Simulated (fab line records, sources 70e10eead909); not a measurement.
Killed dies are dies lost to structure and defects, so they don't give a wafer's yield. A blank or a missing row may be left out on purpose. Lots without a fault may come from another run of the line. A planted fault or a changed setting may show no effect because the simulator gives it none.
fab line records | flow nand_harc
record lots=6 wafers=18 last_day=30
route steps=1302 shown A_DECK1_JOINT@539 A_ONON_D2@545 END@1302
lots that met no fault: from a run of the same line without faults
start_h: hours from the record's first day to the start of the lot's first wafer shown | wait_h: hours since the lot's step before | " the same as in the row above | L1.1+2: a row that stands for several wafers | - no value, or no start given | * or withheld: withheld | < > ~ a bound
route shown NAME@n: a module of which the file shows steps, and the number in the route of the first | usual: mean/standard deviation of fault-free wafers | same: alike in all rows | chamber/n: place in a boat | sites: the reading at each site | _std_site: their standard deviation | _edge_site: outer sites' mean less inner sites' | radius_mm: how far each site lies from the wafer's centre | mask NAME#n: copy n | behind: the tool/chamber that last shaped the wafer | hold: why the lot was held/for how many hours/how that ended | device: the transistor (n, p or np) that didn't switch | end of line: the same wafers' tests at the end of the route | a step without rows: its recipe alone | killed: dies lost to structure and defects at the first sort, not the wafer's yield | map: a wafer's dies, x killed, . not, _ none there
set.NAME: the setting as run; set.NAME@STEP: as run at that earlier step | model.NAME: the simulator's own value behind a step, which no gauge read
lots at some steps of the route; a table a step, a row a wafer
services: from which hour (start_h, from the record's first day; less than 0 if before it) a tool's chamber was out of use, for how many hours, and why
## steps
# step NHARC_A_DECK1_JOINT_CMP_02
# recipe material=SiOx
# usual motor_current_A=11.9/0.97
# columns lot.wafer tool chamber start_h wait_h motor_current_A
L923.4 cmp-04 1 297.44 0.4 10.3
L923.3 " 2 " " 12.8
L923.6 " 1 " " 10.0
L933.4 cmp-04 0 386.55 0.4 11.7
L933.1 " 3 " " 13.4
L933.6 " 1 " " 10.5
L935.4 cmp-01 3 386.60 0.4 13.0
L935.1 " 0 " " 12.1
L935.6 " 2 " " 10.9
L937.1 cmp-04 2 412.79 0.4 13.3
L937.5 " 0 " " 11.6
L937.6 " 1 " " 10.2
L938.1 cmp-04 3 432.59 0.4 13.7
L938.2 " 0 " " 12.0
L938.6 " 0 " " 12.1
L939.3 cmp-01 2 444.03 0.4 11.1
L939.4 " 3 " " 12.5
L939.1 " 0 " " 11.8
# step NHARC_A_DECK1_JOINT_SRD_15
# step NHARC_A_DECK1_JOINT_DEP_16
# recipe target_thk_a=450 temp_c=400 pressure_torr=6.5 rf_w=900 teos_flow_sccm=161.4 flow_sccm=2650 target_thk_nm=45 gas=O2 material=SiO2
# usual chamber_pressure_Torr=6.500/0.015 flow_sccm=2650/8.2 heater_power_w=558/82 susceptor_temp_C=400.02/0.22 throttle_valve_pct=16.3/0.58
# columns lot.wafer tool chamber start_h wait_h chamber_pressure_Torr flow_sccm heater_power_w susceptor_temp_C throttle_valve_pct
L923.3 pecvd-03 1 297.83 0.1 6.492 2637 613 400.12 16.1
L923.6 " 2 " " 6.517 2643 555 400.00 15.9
L923.4 " 0 " " 6.513 2642 562 399.91 16.6
L935.1 pecvd-04 0 386.97 0.1 6.515 2658 570 399.98 17.1
L935.4 " 2 " " 6.510 2651 789 400.36 15.7
L935.6 " 0 " " 6.498 2658 580 400.27 17.1
L933.1 pecvd-03 0 387.00 0.1 6.494 2662 576 399.85 16.6
L933.4 " 1 " " 6.511 2662 592 399.96 16.3
L933.6 " 2 " " 6.483 2648 458 400.06 15.2
L937.1 pecvd-04 1 413.19 0.1 6.511 2653 453 400.14 16.1
L937.6 " 2 " " 6.524 2648 708 400.49 16.1
L937.5 " 1 " " 6.505 2645 459 400.42 16.1
L938.1 pecvd-01 2 432.98 0.1 6.510 2639 474 400.21 15.3
L938.2 " 0 " " 6.479 2638 539 400.29 17.3
L938.6 " 2 " " 6.496 2647 480 399.87 15.3
L939.1 pecvd-01 1 444.64 0.3 6.500 2635 538 399.90 16.4
L939.3 " 1 " " 6.502 2647 529 399.70 16.6
L939.4 " 2 " " 6.496 2668 567 400.10 15.3
# step NHARC_A_DECK1_JOINT_THK_MEAS_17
# recipe thk_meas_gauge=ellipsometry
# usual thk_nm=45.0/1.2
# columns lot.wafer tool chamber start_h wait_h thk_nm
L923.3 film_metro-02 - 298.11 0.3 46.5
L923.4 " - " " 46.0
L923.6 " - " " 45.0
L933.1 film_metro-01 - 387.22 0.2 44.9
L933.4 " - " " 45.8
L933.6 " - " " 46.4
L935.1 film_metro-01 - 387.22 0.2 44.2
L935.4 " - " " 44.8
L935.6 " - " " 45.7
L937.1 film_metro-01 - 413.41 0.2 44.3
L937.5 " - " " 45.8
L937.6 " - " " 47.8
L938.1 film_metro-01 - 433.26 0.3 43.9
L938.2 " - " " 43.0
L938.6 " - " " 44.6
L939.1 film_metro-02 - 445.01 0.3 45.3
L939.3 " - " " 46.5
L939.4 " - " " 46.2
# step NHARC_A_DECK1_JOINT_INSPECT_05
# usual raw_defect_count=305/120
# columns lot.wafer tool chamber start_h wait_h raw_defect_count
L923.3 defect_inspect-01 - 298.15 0.0 239
L923.4 " - " " 287
L923.6 " - " " 166
L933.1 defect_inspect-02 - 387.25 0.0 431
L933.4 " - " " 288
L933.6 " - " " 366
L935.1 defect_inspect-02 - 387.26 0.0 267
L935.4 " - " " 383
L935.6 " - " " 414
L937.1 defect_inspect-02 - 413.45 0.0 354
L937.5 " - " " 372
L937.6 " - " " 538
L938.1 defect_inspect-01 - 433.29 0.0 416
L938.2 " - " " 290
L938.6 " - " " 428
L939.1 defect_inspect-01 - 445.05 0.0 359
L939.3 " - " " 172
L939.4 " - " " 167
# step NHARC_A_ONON_D2_DEP_00
# recipe target_thk_a=10000 n2_flow_sccm=2750 n2o_flow_sccm=2000 nh3_flow_sccm=500 sih4_flow_sccm=210 temp_c=400
# step NHARC_A_ONON_D2_THK_MEAS_02
# recipe thk_meas_gauge=ellipsometry
# usual thk_nm=1000/11
# columns lot.wafer tool chamber start_h wait_h thk_nm
L923.3 film_metro-02 - 298.73 - 1001
L923.4 " - " " 999
L923.6 " - " " 999
L933.1 film_metro-01 - 387.83 - 1006
L933.4 " - " " 1004
L933.6 " - " " 1003
L935.1 film_metro-01 - 387.84 - 1005
L935.4 " - " " 1006
L935.6 " - " " 1006
L937.1 film_metro-01 - 414.02 - 990
L937.5 " - " " 991
L937.6 " - " " 991
L938.1 film_metro-02 - 433.87 - 999
L938.2 " - " " 999
L938.6 " - " " 1001
L939.1 film_metro-02 - 445.62 - 982
L939.3 " - " " 984
L939.4 " - " " 983
# step NHARC_A_ONON_D2_DEP_03
# recipe target_thk_a=10000 n2_flow_sccm=2750 n2o_flow_sccm=2000 nh3_flow_sccm=500 sih4_flow_sccm=210 temp_c=400
# step NHARC_A_ONON_D2_THK_MEAS_05
# recipe thk_meas_gauge=ellipsometry
# usual thk_nm=999/12
# columns lot.wafer tool chamber start_h wait_h thk_nm
L923.3 film_metro-02 - 299.29 - 1023
L923.4 " - " " 1022
L923.6 " - " " 1023
L935.1 film_metro-01 - 388.40 - 1002
L935.4 " - " " 1002
L935.6 " - " " 1001
L933.1 film_metro-02 - 388.40 - 1009
L933.4 " - " " 1004
L933.6 " - " " 1006
L937.1 film_metro-02 - 414.59 - 1002
L937.5 " - " " 1000
L937.6 " - " " 1003
L938.1 film_metro-01 - 434.44 - 987
L938.2 " - " " 989
L938.6 " - " " 988
L939.1 film_metro-01 - 446.19 - 993
L939.3 " - " " 993
L939.4 " - " " 993
# step NHARC_A_ONON_D2_DEP_06
# recipe target_thk_a=10000 n2_flow_sccm=2750 n2o_flow_sccm=2000 nh3_flow_sccm=500 sih4_flow_sccm=210 temp_c=400
# step NHARC_A_ONON_D2_THK_MEAS_08
# recipe thk_meas_gauge=ellipsometry
# usual thk_nm=1002/8.1
# columns lot.wafer tool chamber start_h wait_h thk_nm
L923.3 film_metro-01 - 299.86 - 1004
L923.4 " - " " 1007
L923.6 " - " " 1005
L935.1 film_metro-01 - 388.96 - 996
L935.4 " - " " 998
L935.6 " - " " 997
L933.1 film_metro-02 - 388.97 - 989
L933.4 " - " " 987
L933.6 " - " " 989
L937.1 film_metro-01 - 415.16 - 1006
L937.5 " - " " 1006
L937.6 " - " " 1006
L938.1 film_metro-02 - 435.00 - 997
L938.2 " - " " 998
L938.6 " - " " 997
L939.1 film_metro-01 - 446.75 - 986
L939.3 " - " " 987
L939.4 " - " " 987
# step NHARC_A_ONON_D2_DEP_09
# recipe target_thk_a=10000 n2_flow_sccm=2750 n2o_flow_sccm=2000 nh3_flow_sccm=500 sih4_flow_sccm=210 temp_c=400
# usual n2_flow_sccm=2751/6.7 n2o_flow_sccm=2000/5.8 susceptor_temp_C=400.00/0.25
# columns lot.wafer tool chamber start_h wait_h n2_flow_sccm n2o_flow_sccm susceptor_temp_C
L923.3 pecvd_onon-02 0 300.04 0.2 2733 2010 400.12
L923.4 " 0 " " 2750 2004 400.27
L923.6 " 0 " " 2751 2003 400.48
L935.1 pecvd_onon-04 - 389.02 0.1 - - -
L935.4 " - " " - - -
L935.6 " - " " - - -
L933.1 pecvd_onon-02 - 389.03 0.1 - - -
L933.4 " - " " - - -
L933.6 " - " " - - -
L937.1 pecvd_onon-04 0 415.22 0.1 2752 1994 400.20
L937.5 " 0 " " 2764 1996 400.02
L937.6 " 0 " " 2751 1997 400.00
L938.1 pecvd_onon-01 0 435.06 0.1 2757 1997 400.22
L938.2 " 0 " " 2745 2000 400.03
L938.6 " 0 " " 2755 2002 400.44
L939.1 pecvd_onon-02 0 446.83 0.1 2744 2006 400.03
L939.3 " 0 " " 2747 2014 400.20
L939.4 " 0 " " 2753 2005 399.83
# step NHARC_END_SORT_01
# recipe temp_c=25
# usual killed_at_array=59/20 killed_at_other=0.8/1 killed_at_periphery=3.2/2.1 killed_dies=63/21 killed_open=3.0/1.9 killed_short=2.3/1.5
# same gross_dies=677
# columns lot.wafer tool chamber start_h wait_h killed_at_array killed_at_other killed_at_periphery killed_dies killed_open killed_short
L923.3 prober-02 0 587.16 3.1 27 1 3 31 6 1
L923.4 prober-02 0 587.95 3.4 23 1 3 27 3 0
L923.6 prober-02 0 589.54 4.0 13 0 1 14 1 1
L933.1 prober-01 0 685.88 2.5 673 0 4 677 5 4
L933.4 prober-01 0 688.25 3.4 677 0 0 677 4 4
L933.6 prober-01 0 689.84 4.0 672 0 5 677 3 1
L935.1 prober-01 0 693.67 2.5 676 1 0 677 1 2
L935.4 prober-01 0 696.06 3.4 673 0 4 677 2 4
L935.6 prober-01 0 697.65 4.0 676 0 1 677 2 0
L937.1 prober-01 0 709.27 2.5 29 1 1 31 2 3
L937.5 prober-01 0 712.43 3.7 31 0 1 32 5 5
L937.6 prober-01 0 713.22 4.0 27 1 1 29 5 3
L938.1 prober-01 0 717.03 2.5 92 0 5 97 4 6
L938.2 prober-01 0 717.83 2.8 83 0 10 93 2 5
L938.6 prober-01 0 721.02 4.0 81 0 4 85 1 3
L939.1 prober-01 0 728.52 2.5 58 2 1 61 7 2
L939.3 prober-01 0 730.09 3.1 54 2 4 60 4 4
L939.4 prober-01 0 730.87 3.3 58 1 5 64 5 2
# killed by level:class
L923.3 A_CHANNEL_HOLE_D2:chamber_film_flake=12 A_CONTACT:chamber_film_flake=3 A_CHANNEL_HOLE_D1:chamber_film_flake=2 A_STAIRCASE:chamber_film_flake=2 P_M0:geometric_particle:open=1 A_ONON_D1:geometric_particle:open=1 A_ONON_D1:geometric_particle:short=1 A_CHANNEL_FILL_D1:geometric_particle:open=1
L923.4 A_CHANNEL_HOLE_D2:chamber_film_flake=11 A_STAIRCASE:chamber_film_flake=3 P_STI:chamber_film_flake=2 A_WL_FILL:chamber_film_flake=2 A_CONTACT:chamber_film_flake=2 A_CHANNEL_FILL_D1:geometric_particle:open=1 A_WL_FILL:geometric_particle:open=1 A_CONTACT:geometric_particle:open=1
L923.6 A_CHANNEL_HOLE_D2:chamber_film_flake=9 A_CHANNEL_HOLE_D2:geometric_particle:open=1 A_WL_FILL:geometric_particle:short=1 P_GATE:chamber_film_flake=1 A_CHANNEL_HOLE_D1:chamber_film_flake=1 A_CONTACT:chamber_film_flake=1
L933.1 A_ONON_D2:area_dep=608 A_SLIT:chamber_film_flake=28 A_CONTACT:chamber_film_flake=11 A_CHANNEL_HOLE_D1:chamber_film_flake=8 A_SGD_CUT:chamber_film_flake=5 A_CHANNEL_HOLE_D2:chamber_film_flake=2 A_STAIRCASE:chamber_film_flake=2 A_WL_FILL:chamber_film_flake=2
L933.4 A_ONON_D2:area_dep=607 A_SLIT:chamber_film_flake=35 A_CONTACT:chamber_film_flake=10 A_CHANNEL_HOLE_D1:chamber_film_flake=7 A_SGD_CUT:chamber_film_flake=5 A_ONON_D1:geometric_particle:open=3 A_STAIRCASE:chamber_film_flake=3 A_M0:geometric_particle:short=2
L933.6 A_ONON_D2:area_dep=612 A_SLIT:chamber_film_flake=33 A_CONTACT:chamber_film_flake=8 A_CHANNEL_HOLE_D1:chamber_film_flake=4 A_STAIRCASE:chamber_film_flake=4 A_CHANNEL_HOLE_D2:chamber_film_flake=3 P_ZERO_WELL:chamber_film_flake=2 P_STI:chamber_film_flake=2
L935.1 A_ONON_D2:area_dep=615 A_CHANNEL_HOLE_D1:chamber_film_flake=27 A_CHANNEL_HOLE_D2:chamber_film_flake=16 A_STAIRCASE:chamber_film_flake=4 A_CHANNEL_FILL_D1:chamber_film_flake=2 A_CHANNEL_FILL_D2:chamber_film_flake=2 A_SGD_CUT:chamber_film_flake=2 A_CONTACT:chamber_film_flake=2
L935.4 A_ONON_D2:area_dep=613 A_CHANNEL_HOLE_D2:chamber_film_flake=22 A_CHANNEL_HOLE_D1:chamber_film_flake=21 A_CONTACT:chamber_film_flake=7 A_STAIRCASE:chamber_film_flake=3 A_CHANNEL_FILL_D1:geometric_particle:short=2 P_GATE:chamber_film_flake=2 A_ZERO_WELL:chamber_film_flake=2
L935.6 A_ONON_D2:area_dep=604 A_CHANNEL_HOLE_D2:chamber_film_flake=32 A_CHANNEL_HOLE_D1:chamber_film_flake=21 A_CONTACT:chamber_film_flake=10 A_STAIRCASE:chamber_film_flake=5 A_SLIT:chamber_film_flake=2 P_GATE:geometric_particle:open=1 A_CHANNEL_FILL_D2:geometric_particle:open=1
L937.1 A_CHANNEL_HOLE_D1:chamber_film_flake=10 A_SLIT:chamber_film_flake=4 A_ZERO_WELL:chamber_film_flake=2 A_DECK1_JOINT:chamber_film_flake=2 A_SGD_CUT:chamber_film_flake=2 A_WL_FILL:chamber_film_flake=2 P_GATE:geometric_particle:open=1 A_DECK1_JOINT:geometric_particle:short=1
L937.5 A_CHANNEL_HOLE_D1:chamber_film_flake=16 A_DECK1_JOINT:geometric_particle:open=2 A_CHANNEL_FILL_D2:geometric_particle:short=2 A_SLIT:chamber_film_flake=2 P_M1:geometric_particle:open=1 A_ONON_D1:geometric_particle:short=1 A_ONON_D2:geometric_particle:open=1 A_SGD_CUT:geometric_particle:open=1
L937.6 A_CHANNEL_HOLE_D1:chamber_film_flake=11 A_CONTACT:chamber_film_flake=3 A_M0:geometric_particle:open=2 A_DECK1_JOINT:chamber_film_flake=2 A_SLIT:chamber_film_flake=2 A_ONON_D1:geometric_particle:short=1 A_CHANNEL_FILL_D1:geometric_particle:open=1 A_CHANNEL_FILL_D2:geometric_particle:open=1
L938.1 A_SLIT:chamber_film_flake=34 A_CHANNEL_HOLE_D1:chamber_film_flake=25 A_CHANNEL_HOLE_D2:chamber_film_flake=19 A_CHANNEL_FILL_D1:chamber_film_flake=4 P_STI:chamber_film_flake=2 P_GATE:geometric_particle:open=1 P_M0:geometric_particle:short=1 A_ONON_D1:geometric_particle:short=1
L938.2 A_SLIT:chamber_film_flake=32 A_CHANNEL_HOLE_D1:chamber_film_flake=20 A_CHANNEL_HOLE_D2:chamber_film_flake=20 A_WL_FILL:geometric_particle:short=4 P_CONTACT:chamber_film_flake=4 P_GATE:chamber_film_flake=3 A_CONTACT:chamber_film_flake=3 P_STI:chamber_film_flake=2
L938.6 A_SLIT:chamber_film_flake=30 A_CHANNEL_HOLE_D1:chamber_film_flake=26 A_CHANNEL_HOLE_D2:chamber_film_flake=16 A_CHANNEL_FILL_D2:geometric_particle:short=2 P_CONTACT:chamber_film_flake=2 A_DECK1_JOINT:chamber_film_flake=2 A_CONTACT:chamber_film_flake=2 P_CONTACT:geometric_particle:open=1
L939.1 A_SLIT:chamber_film_flake=35 A_CHANNEL_HOLE_D1:chamber_film_flake=6 A_M0:geometric_particle:open=3 A_STAIRCASE:chamber_film_flake=3 A_WL_FILL:geometric_particle:open=2 A_CHANNEL_FILL_D1:chamber_film_flake=2 A_BLC:chamber_film_flake=2 THIN_TSV:chamber_film_flake=2
L939.3 A_SLIT:chamber_film_flake=33 A_CHANNEL_HOLE_D1:chamber_film_flake=6 A_CONTACT:chamber_film_flake=5 P_CONTACT:chamber_film_flake=2 A_BLC:chamber_film_flake=2 THIN_TSV:chamber_film_flake=2 P_CONTACT:geometric_particle:open=1 A_DECK1_JOINT:geometric_particle:open=1
L939.4 A_SLIT:chamber_film_flake=34 A_CHANNEL_HOLE_D1:chamber_film_flake=8 P_CONTACT:geometric_particle:open=3 A_WL_FILL:chamber_film_flake=3 A_DECK1_JOINT:chamber_film_flake=3 A_BLC:chamber_film_flake=3 A_CONTACT:chamber_film_flake=2 P_M2:geometric_particle:short=1
# map L933.1 (x killed, . not)
____________x____________
_________xxxxxxx_________
_______xxxxxxxxxxx_______
______xxxxxxxxxxxxx______
_____xxxxxxxxxxxxxxx_____
____xxxxxxxxxxxxxxxxx____
____xxxxxxxxxxxxxxxxx____
___xxxxxxxxxxxxxxxxxxx___
___xxxxxxxxxxxxxxxxxxx___
__xxxxxxxxxxxxxxxxxxxxx__
__xxxxxxxxxxxxxxxxxxxxx__
_xxxxxxxxxxxxxxxxxxxxxxx_
_xxxxxxxxxxxxxxxxxxxxxxx_
_xxxxxxxxxxxxxxxxxxxxxxx_
_xxxxxxxxxxxxxxxxxxxxxxx_
_xxxxxxxxxxxxxxxxxxxxxxx_
xxxxxxxxxxxxxxxxxxxxxxxxx
xxxxxxxxxxxxxxxxxxxxxxxxx
xxxxxxxxxxxxxxxxxxxxxxxxx
xxxxxxxxxxxxxxxxxxxxxxxxx
xxxxxxxxxxxxxxxxxxxxxxxxx
_xxxxxxxxxxxxxxxxxxxxxxx_
_xxxxxxxxxxxxxxxxxxxxxxx_
_xxxxxxxxxxxxxxxxxxxxxxx_
_xxxxxxxxxxxxxxxxxxxxxxx_
_xxxxxxxxxxxxxxxxxxxxxxx_
__xxxxxxxxxxxxxxxxxxxxx__
__xxxxxxxxxxxxxxxxxxxxx__
___xxxxxxxxxxxxxxxxxxx___
___xxxxxxxxxxxxxxxxxxx___
____xxxxxxxxxxxxxxxxx____
____xxxxxxxxxxxxxxxxx____
_____xxxxxxxxxxxxxxx_____
______xxxxxxxxxxxxx______
_______xxxxxxxxxxx_______
_________xxxxxxx_________
____________x____________
# map L935.1 (x killed, . not)
____________x____________
_________xxxxxxx_________
_______xxxxxxxxxxx_______
______xxxxxxxxxxxxx______
_____xxxxxxxxxxxxxxx_____
____xxxxxxxxxxxxxxxxx____
____xxxxxxxxxxxxxxxxx____
___xxxxxxxxxxxxxxxxxxx___
___xxxxxxxxxxxxxxxxxxx___
__xxxxxxxxxxxxxxxxxxxxx__
__xxxxxxxxxxxxxxxxxxxxx__
_xxxxxxxxxxxxxxxxxxxxxxx_
_xxxxxxxxxxxxxxxxxxxxxxx_
_xxxxxxxxxxxxxxxxxxxxxxx_
_xxxxxxxxxxxxxxxxxxxxxxx_
_xxxxxxxxxxxxxxxxxxxxxxx_
xxxxxxxxxxxxxxxxxxxxxxxxx
xxxxxxxxxxxxxxxxxxxxxxxxx
xxxxxxxxxxxxxxxxxxxxxxxxx
xxxxxxxxxxxxxxxxxxxxxxxxx
xxxxxxxxxxxxxxxxxxxxxxxxx
_xxxxxxxxxxxxxxxxxxxxxxx_
_xxxxxxxxxxxxxxxxxxxxxxx_
_xxxxxxxxxxxxxxxxxxxxxxx_
_xxxxxxxxxxxxxxxxxxxxxxx_
_xxxxxxxxxxxxxxxxxxxxxxx_
__xxxxxxxxxxxxxxxxxxxxx__
__xxxxxxxxxxxxxxxxxxxxx__
___xxxxxxxxxxxxxxxxxxx___
___xxxxxxxxxxxxxxxxxxx___
____xxxxxxxxxxxxxxxxx____
____xxxxxxxxxxxxxxxxx____
_____xxxxxxxxxxxxxxx_____
______xxxxxxxxxxxxx______
_______xxxxxxxxxxx_______
_________xxxxxxx_________
____________x____________
## services
# columns tool chamber start_h hours kind
cmp-04 - 278.65 2.7 repair
cmp-01 - 283.50 4.0 pm
pecvd-01 1 295.57 4.7 repair
pecvd-04 2 298.47 13.5 repair
cmp-04 - 308.03 4.0 pm
cmp-01 - 309.13 5.1 repair
pecvd-01 - 311.00 13.0 pm
pecvd_onon-04 - 311.46 13.0 pm
cmp-04 - 312.03 - consumable_replace:conditioner
cmp-04 - 312.03 - consumable_replace:pad
cmp-01 - 323.73 0.8 repair
pecvd_onon-02 - 327.18 0.1 repair
cmp-04 - 327.57 5.5 repair
cmp-01 - 344.99 2.0 repair
pecvd-03 - 366.14 13.0 pm
pecvd_onon-02 - 366.53 13.0 pm
cmp-04 - 374.40 5.8 repair
cmp-01 - 381.50 4.0 pm
cmp-04 - 406.03 4.0 pm
pecvd-04 1 425.09 23.7 repair
pecvd-03 - 429.81 1.5 repair
cmp-04 - 431.00 0.3 repair
pecvd-01 0 435.41 12.2 repair
cmp-01 - 446.67 4.7 repair
## key
first_sign step=NHARC_A_ONON_D2_DEP_09 reading=tool_record direction=missing
effect step=NHARC_END_SORT_01 reading=killed_at_array direction=up sigmas=30 usual=59 struck=674
more_kills_born_at NHARC_A_ONON_D2_DEP_09@pecvd_onon-04=1832 NHARC_A_ONON_D2_DEP_09@pecvd_onon-02=1827
met_at NHARC_A_ONON_D2_DEP_09
struck_wafers L933.1,L933.4,L933.6,L935.1,L935.4,L935.6
later_rows_left_out L933.1,L933.4,L933.6,L935.1,L935.4,L935.6
tester_left_out L933,L935
onset_between 300.04 389.02
fault kind=skipped_step_whole tool=pecvd_onon-02,pecvd_onon-04 chamber=- onset_h=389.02 steps=NHARC_A_ONON_D2_DEP_09 scope=struck_lots_only
# tester_left_out: of these lots the tester's yield and bins aren't shown, on N5 and GAA mostly nor the transistor test; their killed dies are dies lost to structure and defects alone, not to doping, threshold or leakage, so they don't give the yield
# later_rows_left_out: the simulator's readings of these wafers behind a module that went badly wrong aren't trusted and aren't shown, but for the sort
